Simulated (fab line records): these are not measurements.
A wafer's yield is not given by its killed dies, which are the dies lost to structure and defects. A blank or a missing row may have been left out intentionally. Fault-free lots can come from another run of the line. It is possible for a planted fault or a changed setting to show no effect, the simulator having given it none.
Matching of chambers ; flow n5_finfet ; N5_BEOL_M5_CO_CAP_78 on cvd_co-02 has 3 sister chambers
The step material Co, precursor CCTBA/H2, target thk 2 nm, time 102.1 s. 14 wafers are shown with their chamber, then 7 later ones without.

== WAFERS WITH THEIR CHAMBER ==
wafer;chamber;heater_power_w (W)
L894.1;2;243
L894.4;2;247
L894.5;1;224
L895.1;1;223
L895.2;2;241
L895.4;0;239
L896.2;2;243
L896.5;2;243
L896.6;1;219
L903.2;2;244
L903.3;1;217
L903.6;2;241
L901.1;1;214
L901.4;0;240

SIGNATURES (means of the wafers above)
reading;chamber 0;chamber 1;chamber 2;scatter within a chamber
heater_power_w;239.50;219.40;243.14;2.93
Rule: for a wafer and a chamber, the distance is found by dividing, reading by reading, the gap between the wafer's reading and the chamber's mean by the reading's scatter, squaring, summing and taking the root. The wafer belongs to the nearest chamber; if the next one is less than 2 further off, it can't be placed. The scatter: take each reading less its chamber's mean, square it, sum over the shown wafers, divide by the number of wafers less the number of chambers, and take the root.

== WAFERS WHOSE CHAMBER IS MISSING ==
wafer;heater_power_w (W)
L901.5;240
L908.1;240
L908.2;250
L908.5;234
L911.2;242
L911.3;217
L911.5;214

== EACH ONE'S CHAMBER ==
wafer;from the rows above;in truth
L901.5;can't be placed: 0 or 2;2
L908.1;can't be placed: 0 or 2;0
L908.2;can't be placed: 2 or 0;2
L908.5;can't be placed: 0 or 2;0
L911.2;can't be placed: 2 or 0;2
L911.3;1;1
L911.5;1;1
2 of 7 placed correctly. Not placeable from these rows: 5 (in 5, the candidates include the true chamber). Wrongly placed: 0.
